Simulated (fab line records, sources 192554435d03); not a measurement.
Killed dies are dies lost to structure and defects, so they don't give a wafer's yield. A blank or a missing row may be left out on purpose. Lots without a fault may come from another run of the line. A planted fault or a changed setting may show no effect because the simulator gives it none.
Chamber matching | flow n5_finfet | N5_STI_FIN_REVEAL_ETCH_34 on rie_si-02: 4 sister chambers
The step etches Si in H2, material Si, target depth 0.97 nm. 16 wafers are shown with their chamber, then 8 later ones without.

WAFERS WITH THEIR CHAMBER
wafer  | chamber | drypump_motor_current_A (A) | oes_product_au (a.u.)
L075.2 | 1       | 4.9                         | 1.028
L075.5 | 3       | 5.8                         | 0.970
L075.6 | 1       | 4.9                         | 1.035
L078.3 | 1       | 4.9                         | 1.045
L078.4 | 2       | 6.4                         | 1.003
L078.6 | 1       | 4.9                         | 1.039
L084.1 | 1       | 4.9                         | 1.042
L084.2 | 0       | 4.9                         | 0.999
L084.5 | 0       | 4.9                         | 1.003
L086.2 | 0       | 4.9                         | 1.011
L086.4 | 1       | 4.9                         | 1.043
L086.6 | 3       | 5.9                         | 0.982
L087.1 | 3       | 5.8                         | 0.970
L087.2 | 2       | 6.4                         | 1.005
L087.3 | 1       | 4.9                         | 1.032
L090.2 | 1       | 4.9                         | 1.036

SIGNATURES (means of the wafers above)
reading                 | chamber 0 | chamber 1 | chamber 2 | chamber 3 | scatter within a chamber
drypump_motor_current_A | 4.900     | 4.900     | 6.400     | 5.833     | 0.0236
oes_product_au          | 1.00433   | 1.03750   | 1.00400   | 0.97400   | 0.00585
Rule: a wafer's distance from a chamber is the root of the sum, over the readings, of the square of ((its reading less the chamber's mean) divided by the reading's scatter). The wafer belongs to the nearest chamber; if the next one is less than 2 further off, it can't be placed. The scatter: the root of (the sum of the squares of (reading less its chamber's mean) over the shown wafers, divided by (wafers less chambers)).

WAFERS WITHOUT THEIR CHAMBER
wafer  | drypump_motor_current_A (A) | oes_product_au (a.u.)
L090.3 | 4.9                         | 1.014
L090.5 | 4.9                         | 1.028
L091.3 | 4.9                         | 1.034
L091.4 | 6.4                         | 0.994
L091.6 | 4.9                         | 1.042
L093.1 | 5.8                         | 0.978
L093.4 | 6.4                         | 0.989
L093.6 | 6.4                         | 0.988

WHICH CHAMBER EACH WENT THROUGH
wafer  | from the rows above | in truth
L090.3 | 0                   | 0
L090.5 | 1                   | 1
L091.3 | 1                   | 1
L091.4 | 2                   | 2
L091.6 | 1                   | 1
L093.1 | 3                   | 3
L093.4 | 2                   | 2
L093.6 | 2                   | 2
Placed correctly: 8 of 8. Can't be placed from these rows: 0. Placed wrongly: 0.
